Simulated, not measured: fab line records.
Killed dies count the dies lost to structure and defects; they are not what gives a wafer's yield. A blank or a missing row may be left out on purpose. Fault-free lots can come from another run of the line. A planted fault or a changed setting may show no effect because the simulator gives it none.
Which of the tools did it? ; flow n5 finfet ; 7 lots with 21 wafers sampled at 5 steps, on a route of 1938 steps

## WHAT THE GAUGES READ, wafer by wafer
N5_BEOL_M11_CD_MEAS_18: pitch 140 nm, target cd 70 nm.
lot;measured;on;cd nm (nm)
L782;day 10 11:40;cd sem-01;69.7 69.6 69.9
L787;day 11 13:37;cd sem-01;- - -
L789;day 12 05:16;cd sem-03;- - -
L796;day 13 15:56;cd sem-02;69.0 69.1 68.9
L799;day 15 15:31;cd sem-03;70.7 69.7 69.9
L804;day 15 18:46;cd sem-03;70.0 69.6 68.6
L802;day 15 21:42;cd sem-02;69.8 69.9 70.8

## WHICH TOOL RAN EACH LOT (tool, then ch and the chambers of the sampled wafers, then the start)
lot;N5_BEOL_M10_ANNEAL_51;N5_BEOL_M11_PECVD_70;N5_BEOL_M11_ETCH_62;N5_BEOL_M11_HM_OPEN_17
L782;rtp anneal-01 ch 0, day 10 08:08;pecvd-01 ch 0,1, day 10 09:35;rie diel-04 ch 0,1,3, day 10 11:19;rie metal-01 ch 0,1, day 10 11:29
L787;rtp anneal-02 ch 0, day 11 09:57;pecvd-01 ch 0,2, day 11 11:19;rie diel-02 ch 0,2,3, day 11 13:14;rie metal-02 ch 0,1, day 11 13:25
L789;rtp anneal-01 ch 0, day 12 01:50;pecvd-02 ch 0,2, day 12 03:15;rie diel-02 ch 0,3, day 12 04:50;rie metal-03 ch 0,1, day 12 05:01
L796;rtp anneal-02 ch 0, day 13 13:26;pecvd-03 ch 0,1,2, day 13 14:49;rie diel-06 ch 1,2,3, day 13 15:34;rie metal-03 ch 0,1, day 13 15:45
L799;rtp anneal-02 ch 0, day 15 12:29;pecvd-01 ch 0,1,2, day 15 14:16;rie diel-02 ch 0,1, day 15 15:08;rie metal-01 ch 0,1, day 15 15:21
L804;rtp anneal-01 ch 0, day 15 14:33;pecvd-03 ch 0,2, day 15 15:57;rie diel-04 ch 0,2,3, day 15 18:18;rie metal-03 ch 0, day 15 18:29
L802;rtp anneal-01 ch 0, day 15 18:35;pecvd-03 ch 0,1, day 15 20:00;rie diel-02 ch 0,1,3, day 15 21:20;rie metal-03 ch 0,1, day 15 21:31
- N5_BEOL_M10_ANNEAL_51: time 90 s.
- N5_BEOL_M11_PECVD_70: deposits SiO2 from TEOS/O2, target thk 20 nm, time 22.7 s.
- N5_BEOL_M11_ETCH_62: etches SOC in N2/H2, target depth 110 nm, overetch 22 nm, time 165 s.
- N5_BEOL_M11_HM_OPEN_17: chemistry Cl2/BCl3, target TiN, target depth 20 nm, overetch 6 nm.

## THE ANSWER, worked out from the rows above alone
Rule: the usual values come from the lots themselves. The widest of any qualifying gaps counts: lots, ordered by their means at a reading, are off when they make up no more than a third of the lots, leave a main group of 4 or more, and stand apart from it by 3 or more times the standard deviation of that group's means. A main group is skipped when, at the precision printed for the reading in the tables above, its means are all equal. A lot without any number at a reading at which 4 lots or more have one is off too. All remaining lots with rows at the step are treated as sound.
Off: L787, L789, at N5_BEOL_M11_CD_MEAS_18 (cd nm). Without a number there: L787, L789. Main group: mean 69.7 nm, sd 0.44.
A tool fits if, at a process step before that reading, it ran every lot that is off, and no sound lot after the first of them. Those tools and the gauges at N5_BEOL_M11_CD_MEAS_18 are tried in the same way. Not one of the candidates tried fits.

## WHAT THE SIMULATOR PUT IN
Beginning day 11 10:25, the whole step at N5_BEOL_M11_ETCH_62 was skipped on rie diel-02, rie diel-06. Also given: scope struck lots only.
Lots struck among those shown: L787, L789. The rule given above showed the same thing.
